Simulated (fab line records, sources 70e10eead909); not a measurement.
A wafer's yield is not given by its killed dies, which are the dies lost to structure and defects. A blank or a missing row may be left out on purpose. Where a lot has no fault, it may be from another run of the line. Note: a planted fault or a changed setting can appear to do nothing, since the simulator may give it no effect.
Chamber matching | flow nand-harc | NHARC_A_STAIRCASE_DESCUM_219 on rie-diel-12 has 4 sister chambers
The step chemistry O2, time 3 s. 8 wafers are shown with their chamber, then 9 later ones without.

## WAFERS PAIRED WITH THEIR CHAMBERS
wafer  | chamber | showerhead-plenum-p-Torr (Torr) | oes-product-au (a.u.)
L074.5 | 3       | 2.00                            | 1.015
L082.3 | 3       | 1.99                            | 1.003
L084.2 | 1       | 1.97                            | 1.008
L084.3 | 0       | 2.08                            | 1.006
L084.6 | 2       | 1.82                            | 1.010
L088.1 | 0       | 2.07                            | 1.007
L088.2 | 1       | 1.97                            | 0.993
L088.3 | 2       | 1.82                            | 1.012

## WAFERS WHOSE CHAMBER IS MISSING
wafer  | showerhead-plenum-p-Torr (Torr) | oes-product-au (a.u.)
L088.4 | 1.98                            | 1.004
L088.5 | 1.98                            | 1.000
L088.6 | 2.07                            | 1.001
L095.2 | 1.98                            | 1.017
L095.4 | 1.81                            | 1.016
L095.5 | 1.81                            | 1.026
L097.1 | 1.95                            | 1.006
L097.3 | 1.81                            | 1.020
L097.5 | 1.81                            | 1.013

## WHICH CHAMBER EACH ONE RAN IN
wafer  | from the rows above     | in truth
L088.4 | can't be placed: 1 or 3 | 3
L088.5 | can't be placed: 1 or 3 | 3
L088.6 | 0                       | 0
L095.2 | can't be placed: 1 or 3 | 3
L095.4 | 2                       | 2
L095.5 | 2                       | 2
L097.1 | 1                       | 1
L097.3 | 2                       | 2
L097.5 | 2                       | 2
Correct placement for 6 of the 9. From these rows, 3 cannot be placed; in 3 the true chamber is one of the candidates. 0 placed wrongly.
How it was worked out, from the rows above alone: a wafer's distance from a chamber is the root of the sum, over the readings, of the square of ((its reading less the chamber's mean) divided by the reading's scatter). If the next closest chamber is less than 2 further off than the closest, the wafer can't be placed; otherwise it belongs to the closest. For every chamber, the mean is computed from those of its wafers that are shown. How the scatter is found: for the shown wafers, subtract from each reading the mean of its chamber, square and add these, divide the total by (wafers less chambers), then take the root.
